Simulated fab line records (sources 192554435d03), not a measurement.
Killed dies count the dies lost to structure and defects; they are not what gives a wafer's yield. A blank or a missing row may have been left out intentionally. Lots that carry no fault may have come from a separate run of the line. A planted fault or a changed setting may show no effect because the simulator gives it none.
Chamber matching	flow n5Finfet	rieDiel-01 running N5_BEOL_M0_CUTY_ETCH_63: 4 sister chambers
The step etches SOC in N2/H2, target depth 82.7 nm, overetch 16.5 nm, time 124 s. 4 wafers are shown with their chamber, then 11 later ones without.

## WAFERS WITH THEIR CHAMBER
wafer	chamber	showerheadPlenumPTorr (Torr)
L081.6	0	2.68
L082.1	3	2.52
L082.3	1	2.49
L084.1	2	2.47

## WAFERS WITH NO CHAMBER GIVEN
wafer	showerheadPlenumPTorr (Torr)
L084.2	2.52
L084.5	2.68
L093.2	2.51
L093.5	2.46
L093.6	2.51
L096.3	2.49
L096.5	2.45
L096.6	2.51
L097.1	2.45
L097.3	2.49
L097.4	2.51

## WHICH CHAMBER EACH WENT THROUGH
wafer	from the rows above	in truth
L084.2	3	3
L084.5	0	0
L093.2	can't be placed: 3 or 1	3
L093.5	can't be placed: 2 or 1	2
L093.6	can't be placed: 3 or 1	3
L096.3	can't be placed: 1 or 2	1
L096.5	can't be placed: 2 or 1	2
L096.6	can't be placed: 3 or 1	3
L097.1	can't be placed: 2 or 1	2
L097.3	can't be placed: 1 or 2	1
L097.4	can't be placed: 3 or 1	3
Correctly placed: 2 of 11. From these rows, 9 cannot be placed; in 9 the true chamber is one of the candidates. Number placed wrongly: 0.
How it was worked out, from the rows above alone: a wafer's distance from a chamber is the root of the sum, over the readings, of the square of ((its reading less the chamber's mean) divided by the reading's scatter). The wafer belongs to the nearest chamber; if the next one is less than 2 further off, it can't be placed. A chamber's mean is the mean of its shown wafers. The scatter: with one shown wafer a chamber, the root of the mean of the squares of how far each hidden wafer lies from its nearest shown one.
